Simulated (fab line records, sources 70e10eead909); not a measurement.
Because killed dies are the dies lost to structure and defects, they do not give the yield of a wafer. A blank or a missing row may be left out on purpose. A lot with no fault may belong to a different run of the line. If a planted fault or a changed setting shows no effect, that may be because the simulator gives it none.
Matching of chambers -- flow nand harc -- NHARC_A_STAIRCASE_TRIM_229 on rie diel-04: 4 sister chambers
The step chemistry O2, time 211.2 s. 7 wafers are shown with their chamber, then 7 later ones without.

## EACH WAFER AND ITS CHAMBER
wafer,chamber,drypump motor current A (A),showerhead plenum p Torr (Torr)
L077.1,0,5.5,3.47
L077.2,3,6.6,3.80
L085.6,1,5.6,3.43
L091.4,0,5.5,3.44
L091.5,2,5.2,3.56
L092.1,1,5.6,3.42
L092.3,2,5.3,3.56

## WAFERS WHOSE CHAMBER IS MISSING
wafer,drypump motor current A (A),showerhead plenum p Torr (Torr)
L092.5,5.4,3.44
L095.3,5.6,3.41
L095.5,5.3,3.56
L095.6,6.6,3.77
L096.2,5.6,3.41
L096.3,6.6,3.77
L096.5,5.5,3.43

## CHAMBER TAKEN BY EACH
wafer,from the rows above,in truth
L092.5,0,0
L095.3,1,1
L095.5,2,2
L095.6,3,3
L096.2,1,1
L096.3,3,3
L096.5,can't be placed: 0 or 1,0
Placed correctly: 6 of 7. Can't be placed from these rows: 1 (the true chamber is among the candidates in 1). Number placed wrongly: 0.
How it was worked out, from the rows above alone: a wafer's distance from a chamber is the root of the sum, over the readings, of the square of ((its reading less the chamber's mean) divided by the reading's scatter). If the next closest chamber is less than 2 further off than the closest, the wafer can't be placed; otherwise it belongs to the closest. A chamber's mean is the mean of its shown wafers. The scatter: the root of (the sum of the squares of (reading less its chamber's mean) over the shown wafers, divided by (wafers less chambers)).
